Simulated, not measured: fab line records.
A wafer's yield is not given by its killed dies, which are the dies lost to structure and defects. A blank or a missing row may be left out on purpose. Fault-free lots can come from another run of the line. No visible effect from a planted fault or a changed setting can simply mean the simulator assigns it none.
Which of the tools did it?	flow n5 finfet	72 wafers from 24 lots sampled at 3 of the route's 1938 steps

== WHAT THE GAUGES SHOWED, per wafer ==
N5_BEOL_M10_CD_MEAS_11 targets a cd of 64.1 nm. Usual: 64.1 nm for cd nm, sd 0.44.
lot	measured	on	cd nm (nm)	flag
L074	day 11 03:29	cd sem-03	64.5 64.1 63.9	
L075	day 11 03:44	cd sem-01	64.5 63.9 63.2	
L078	day 13 03:34	cd sem-01	64.3 64.2 64.6	
L077	day 13 07:59	cd sem-01	64.9 64.9 64.4	
L080	day 14 03:27	cd sem-03	64.2 64.1 64.5	
L079	day 14 03:43	cd sem-01	64.7 64.0 64.5	
L081	day 14 11:14	cd sem-02	63.5 64.6 64.2	
L082	day 14 18:07	cd sem-03	64.1 63.8 64.4	
L083	day 15 03:20	cd sem-03	64.3 63.8 64.4	
L085	day 15 17:19	cd sem-03	64.2 64.6 64.2	
L084	day 15 17:50	cd sem-02	63.6 64.1 64.4	
L087	day 15 18:06	cd sem-03	64.8 64.8 65.1	
L086	day 15 18:17	cd sem-01	63.8 64.5 64.3	
L076	day 16 01:41	cd sem-02	63.8 63.5 64.2	
L089	day 16 01:45	cd sem-01	64.0 64.6 63.5	
L090	day 16 09:52	cd sem-02	63.8 64.5 63.8	
L091	day 17 00:31	cd sem-02	64.4 64.8 64.1	
L088	day 17 04:28	cd sem-03	63.8 64.5 64.4	
L092	day 17 04:45	cd sem-03	63.6 63.9 64.2	
L094	day 17 09:39	cd sem-02	64.4 63.7 63.9	
L093	day 17 10:01	cd sem-03	63.9 63.9 63.9	
L095	day 17 11:24	cd sem-01	64.0 63.7 63.2	
L096	day 17 16:40	cd sem-02	63.2 63.6 64.0	
L097	day 17 20:33	cd sem-01	64.2 64.0 64.5	

N5_BEOL_M11_THK_MEAS_01. Usual: M11_ILD_THK 266 nm, standard deviation 3.4.
lot	measured	on	M11_ILD_THK (nm)	flag
L074	day 11 10:46	film metro-01	264 271 271	
L075	day 11 11:09	film metro-02	266 262 266	
L078	day 13 10:35	film metro-01	261 262 264	
L077	day 13 13:46	film metro-01	270 264 268	
L080	day 14 08:44	film metro-02	264 273 269	
L079	day 14 11:05	film metro-02	267 269 275	
L081	day 14 16:30	film metro-02	264 263 264	
L082	day 15 01:23	film metro-01	260 265 265	
L083	day 15 09:44	film metro-02	264 265 267	
L085	day 15 23:31	film metro-01	270 268 271	
L084	day 16 00:21	film metro-01	262 265 269	
L087	day 16 00:58	film metro-01	265 268 272	
L086	day 16 01:43	film metro-02	267 271 268	
L076	day 16 08:41	film metro-02	263 270 269	
L089	day 16 08:09	film metro-01	264 259 267	
L090	day 16 18:11	film metro-01	267 270 270	
L091	day 17 08:08	film metro-01	264 268 264	
L088	day 17 10:44	film metro-02	260 264 267	
L092	day 17 10:52	film metro-01	264 264 270	
L094	day 17 21:10	film metro-01	264 262 266	
L093	day 17 21:32	film metro-01	263 265 265	
L095	day 17 19:05	film metro-01	265 269 268	
L096	day 17 22:53	film metro-02	262 270 267	
L097	day 18 02:55	film metro-02	261 265 266	

== WHICH TOOL RAN EACH LOT (tool, then ch and the chambers of the sampled wafers, then the start) ==
lot	N5_BEOL_M10_STRIP_36
L074	rie diel-05 ch 0,1,2, day 11 06:16
L075	rie diel-03 ch 0,1, day 11 06:26
L078	rie diel-01 ch 0,1,3, day 13 07:15
L077	rie diel-03 ch 1,2,3, day 13 09:21
L080	rie diel-01 ch 0,2,3, day 14 04:56
L079	rie diel-03 ch 0,1,3, day 14 07:31
L081	rie diel-05 ch 0,1,2, day 14 13:16
L082	rie diel-05 ch 0,2,3, day 14 20:46
L083	rie diel-03 ch 0,3, day 15 06:35
L085	rie diel-01 ch 2,3, day 15 19:49
L084	rie diel-03 ch 0,1,2, day 15 20:31
L087	rie diel-05 ch 1,2,3, day 15 20:53
L086	rie diel-03 ch 0,1,2, day 15 21:19
L076	rie diel-03 ch 0,2, day 16 04:35
L089	rie diel-01 ch 0,2,3, day 16 04:33
L090	rie diel-01 ch 0,1,3, day 16 14:19
L091	rie diel-03 ch 0,1, day 17 03:56
L088	rie diel-01 ch 0,1,2, day 17 06:31
L092	rie diel-05 ch 1,2,3, day 17 06:42
L094	rie diel-05 ch 0,2, day 17 16:16
L093	rie diel-03 ch 0,1, day 17 16:31
L095	rie diel-05 ch 1,2, day 17 15:48
L096	rie diel-03 ch 1,2, day 17 19:47
L097	rie diel-01 ch 2,3, day 17 22:51
- N5_BEOL_M10_STRIP_36: strips in N2/H2.

== WHAT THE TOOLS THEMSELVES READ (means of the sampled wafers that have a number; where no wafer has one, the mark that the record gives instead) ==
N5_BEOL_M10_STRIP_36. Usual: drypump motor current A 5.9 A, standard deviation 0.5; n2 flow sccm 200.0 sccm, standard deviation 0.52; oes product au 0.81 a.u., standard deviation 0.074; rf vpp V 59.1 V, standard deviation 1.9; showerhead plenum p Torr 2.50 Torr, standard deviation 0.094; throttle valve pct 23.59 %, standard deviation 0.28.
lot	tool	drypump motor current A (A)	n2 flow sccm (sccm)	oes product au (a.u.)	rf vpp V (V)	showerhead plenum p Torr (Torr)	throttle valve pct (%)	flag
L074	rie diel-05	5.7	200.1	0.82	57.9	2.55	23.55	
L075	rie diel-03	6.1	199.8	0.81	58.1	2.50	23.81	
L078	rie diel-01	5.9	200.0	0.76	61.3	2.40	23.38	
L077	rie diel-03	6.3	200.4	0.85	58.7	2.58	23.64	
L080	rie diel-01	5.6	199.7	0.72	59.3	2.44	23.48	
L079	rie diel-03	6.0	199.6	0.83	59.1	2.54	23.77	
L081	rie diel-05	5.7	199.7	0.80	59.1	2.55	23.58	
L082	rie diel-05	5.5	199.8	0.77	59.8	2.54	23.51	
L083	rie diel-03	5.9	200.1	0.82	60.3	2.50	24.02	
L085	rie diel-01	5.4	200.3	0.89	58.3	2.50	23.45	
L084	rie diel-03	6.4	200.1	0.79	59.5	2.53	23.73	
L087	rie diel-05	5.8	199.9	0.80	59.0	2.51	23.42	
L086	rie diel-03	6.4	199.9	0.79	58.1	2.52	23.72	
L076	rie diel-03	6.2	200.2	0.78	58.4	2.48	23.94	
L089	rie diel-01	5.6	200.1	0.79	59.1	2.43	23.47	
L090	rie diel-01	5.9	199.4	0.73	59.8	2.39	23.42	
L091	rie diel-03	6.2	200.0	0.77	57.0	2.49	23.87	
L088	rie diel-01	6.0	199.8	0.79	58.7	2.49	23.59	
L092	rie diel-05	5.8	199.8	0.86	60.1	2.50	23.33	
L094	rie diel-05	5.4	199.5	0.84	60.4	2.57	23.60	
L093	rie diel-03	6.2	199.9	0.77	59.2	2.48	23.89	
L095	rie diel-05	5.8	200.0	0.91	59.4	2.56	23.46	
L096	rie diel-03	6.6	199.4	0.78	59.8	2.55	23.58	
L097	rie diel-01	5.3	200.2	0.84	59.1	2.49	23.49	

== THE ANSWER, worked out from the rows above alone ==
Rule: a lot counts as off when the mean over its wafers that have a number is more than 3 standard deviations away from the usual mean. Also off: a lot with no number at a reading for which 4 or more lots have one. All remaining lots with rows at the step are treated as sound. First the gauges in route order, then the tools' own readings, where a lot's mean is used as printed above. The first step at which some lot is off is used, and at that step the reading that is off furthest; a lot without a number counts as furthest.
Across all readings shown, no lot is off: no conclusion can be drawn from this.

== WHAT THE SIMULATOR PUT IN ==
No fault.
